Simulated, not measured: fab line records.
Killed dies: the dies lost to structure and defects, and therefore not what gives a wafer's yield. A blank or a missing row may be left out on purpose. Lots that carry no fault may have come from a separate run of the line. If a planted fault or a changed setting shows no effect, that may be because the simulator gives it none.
8D (eight disciplines) problem report, filled in by code -- flow nand_harc -- the parts of the form that need people (team, actions taken, sign-off) are left out

1. THE ISSUE
killed_at_array at NHARC_END_SORT_01 reads a mean of 491 on 2 wafers of 1 lot; wafers without a fault read 28 with a standard deviation of 11. That is +42 standard deviations from the usual mean.
The first sign was on wafer L256.2 at day 21 09:08, on prober-01. The record holds 3 wafers of 1 lot with a number at this step. By rule, "out" or "out of limits" means more than 4 standard deviations away from the usual mean. Any other wafer with a number is counted as sound.

2. WHAT IT IS, WHAT IT ISN'T
question,is,is not
which readings at this step,"killed_at_array, killed_dies","killed_at_other, killed_at_periphery, killed_short"
which lots,L256,-
which wafers of those lots,"L256.2, L256.3",L256.4
read on which gauges,prober-01,-
when,from day 21 09:08,up to then (0 sound wafers); but 1 sound wafer of L256 came after

3. SUSPECTS, AND WHAT RULES EACH OUT
Counting: any tool at a process step up to the reading remains a suspect provided it ran every lot that is out. Sound lots after the first of them don't rule it out here, since some wafers of a struck lot are sound.
- the gauge at NHARC_END_SORT_01: kept. All the wafers that are out were read on prober-01, and no step on other tools shows them out.
- ecd_cu-02 at NHARC_A_BONDPAD_ECD_18 (material Cu, target thk 400 nm): kept. It ran the lot that is out, L256 (day 19 19:05).
- pvd_sputter-02 at NHARC_THIN_TSV_PVD_19 (deposits TaN, target thk 20 nm): kept. It ran the lot that is out, L256 (day 20 18:35). NHARC_THIN_TSV_PVD_19 gives no start for some lots, so the hours and the order of its lots are those of NHARC_THIN_TSV_CD_MEAS_33.
- rie_metal-01 at NHARC_THIN_TSV_ETCH_59 (etches the open film in Cl2/BCl3, target depth 880 nm, time 138.1 s): kept. It ran the lot that is out, L256 (day 20 18:54).
- The sound lot-mates ran in chamber 0 of ecd_cu-02 at NHARC_A_BONDPAD_ECD_18, but the wafers that are out ran in chamber 1.
Left after counting: ecd_cu-02 at NHARC_A_BONDPAD_ECD_18, pvd_sputter-02 at NHARC_THIN_TSV_PVD_19, rie_metal-01 at NHARC_THIN_TSV_ETCH_59, prober-01 at NHARC_END_SORT_01.

4. THE CAUSE (what the simulator had put in)
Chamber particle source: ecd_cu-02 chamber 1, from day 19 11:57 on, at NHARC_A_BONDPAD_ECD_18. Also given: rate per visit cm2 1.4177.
After counting, 4 suspects remain, this tool included.

5. SEQUENCE OF EFFECTS, ordered by route
Rows list readings where the struck wafers' mean (over those with a number) sits beyond 3 standard deviations from the usual. Only readings whose record carries a usual standard deviation are examined. hours: median over the lots of the time between each lot's start at the first step of this table that gives one and its start at this step. sigmas: the change, counted in usual standard deviations.
hours,step,reading,usual,on struck wafers,change,sigmas
0,NHARC_END_SORT_01,killed_at_array,28,491,+463,+42
0,NHARC_END_SORT_01,killed_dies,32,494,+462,+38

6. HOW IT WOULD HAVE BEEN CAUGHT EARLIER
Counted from the fault's start at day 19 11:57, it took 45 hours until the first out-of-limits reading at a measuring or inspecting step in this record, taken at day 21 09:08.
No tool reading at NHARC_A_BONDPAD_ECD_18 that has a usual standard deviation in the record was out on any struck wafer, so an alarm limit of 4 standard deviations on those readings would not have fired.
Lots out: 1; all had begun NHARC_A_BONDPAD_ECD_18 on ecd_cu-02 by day 21 09:08. Holding the tool at that point would not have protected any of them.
